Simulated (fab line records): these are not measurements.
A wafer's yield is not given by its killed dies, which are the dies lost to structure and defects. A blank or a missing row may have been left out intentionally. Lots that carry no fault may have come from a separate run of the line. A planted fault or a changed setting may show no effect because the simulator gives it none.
Comparing a struck lot with a sound one + flow nand-harc + 32 steps out of a route of 1159
Sound: wafers L243.1, L243.2, L243.4. Struck: wafer L250.3 (left out: L250.5, L250.6 of the same lot, which were not struck); the cause appears at the end.
Each step with rows lists, per side, the tool, then ch with its chambers, then its first start. Under that, the readings that differ: sound wafers + struck wafers + difference of the means + sigmas: that difference in standard deviations of wafers without a fault.
alike: same words and numbers on both sides, and readings whose means sit less than 2 such deviations apart. not compared: any withheld reading, any reading some wafer has no value for, any bound like >300 that may hide the same value, and any number with overlapping values for which the record gives no deviation.
A row with sigmas, a row that says differs or no value, or rows on one side alone: a step with any of these is where the two part. Numbers that have no deviation but don't overlap get no sigmas and don't part them. A reading missing from all wafers of one side parts the sides only when that side holds two or more wafers.

first, 8 steps without rows for these wafers: NHARC_P_M0_DESCUM_14 (chemistry O2, time 3 s); NHARC_P_M0_ETCH_34 (etches the open film in N2/H2, target depth 40 nm, overetch 12 nm, time 43.94 s); NHARC_P_M0_ETCH_15 (etches the open film in C4F8/Ar, target depth 150 nm, overetch 15 nm, time 82.5 s); NHARC_P_M0_STRIP_18 (strips in N2/H2); NHARC_P_M0_STRIP_19 (strips in post etch residue remover, time 600 s); NHARC_P_M0_DEGAS_28 (time 60 s); NHARC_P_M0_PRE_CLEAN_29 (time 30 s); NHARC_P_M0_PVD_20 (deposits TaN, target thk 5 nm, time 8.06 s).
NHARC_P_M0_PVD_21: deposits Cu, target thk 30 nm, time 20.49 s.
  sound on pvd-sputter-01, day 7 08:00; struck on pvd-sputter-01, day 9 22:32
  alike: chamber-pressure-pa, throttle-valve-pct
then, 22 steps without rows for these wafers: NHARC_P_M0_ECD_22 (material Cu, target thk 400 nm); NHARC_P_M0_ANNEAL_30 (time 90 s); NHARC_P_M0_CMP_23 (polishes, t overpolish 20 s, target thk 117.53 nm); NHARC_P_M0_SRD_25; NHARC_P_M0_PRE_CLEAN_31 (time 12 s); NHARC_P_M0_DEP_32 (deposits SiCN, target thk 30 nm); NHARC_P_M1_DEP_00 (deposits SiOC, target thk 182.5 nm); NHARC_P_M1_DEHYDRATE_01 (time 120 s); NHARC_P_M1_HMDS_02 (time 30 s); NHARC_P_M1_COAT_34 (time 65 s); NHARC_P_M1_COAT_03 (resist thk 90 nm); NHARC_P_M1_SOFTBAKE_04 (time 55 s); NHARC_P_M1_EBR_05; NHARC_P_M1_EXPOSE_06 (exposes mask P M1, target cd 130 nm); NHARC_P_M1_PEB_07 (peb time 65 s); NHARC_P_M1_DEVELOP_08 (develop time 35 s); NHARC_P_M1_DESCUM_14 (chemistry O2, time 3 s); NHARC_P_M1_ETCH_35 (etches the open film in N2/H2, target depth 40 nm, overetch 12 nm, time 43.94 s); NHARC_P_M1_ETCH_15 (etches the open film in C4F8/Ar, target depth 182.5 nm, time 91.2 s); NHARC_P_M1_STRIP_18 (strips in N2/H2); NHARC_P_M1_ETCH_28 (etches the open film in CF4/N2, target depth 30 nm, time 72.99 s); NHARC_P_M1_STRIP_19 (strips in post etch residue remover, time 600 s).
-- record jumps: 14 days between struck wafers' starts before vs after; left off in module P_M1, resumes in module END, first step shown is number 1159 of the route --
NHARC_END_SORT_01:
  sound on prober-02 ch 0, day 20 17:44; struck on prober-01 ch 0, day 23 22:01
| reading                  | sound | struck | difference | sigmas      |
|--------------------------|-------|--------|------------|-------------|
| defect-limited-yield (%) | 93.8  | 0      | -94        | -55         |
| killed-at-other          | 0     | 2      | +2         | +2          |
| killed-at-periphery      | 4     | 632    | +628       | +99 or more |
| killed-dies              | 42    | 677    | +635       | +53         |
| sort_bin_2_pct (%)       | 2.7   | 94.2   | +91.5      | +99 or more |
| sort_bin_3_pct (%)       | 0.15  | 0.74   | +0.59      | +3          |
| sort-n-pass              | 635   | 0      | -635       | -53         |
| sort-rim-yield-pct (%)   | 92    | 0      | -92        | -30         |
| sort-yield-pct (%)       | 93.8  | 0      | -94        | -55         |
  alike: killed-at-array, killed-open, killed-short, sort_bin_4_pct

== WHERE THEY PART ==
NHARC_END_SORT_01 only, going by this record.

WHY: whatever the simulator had introduced
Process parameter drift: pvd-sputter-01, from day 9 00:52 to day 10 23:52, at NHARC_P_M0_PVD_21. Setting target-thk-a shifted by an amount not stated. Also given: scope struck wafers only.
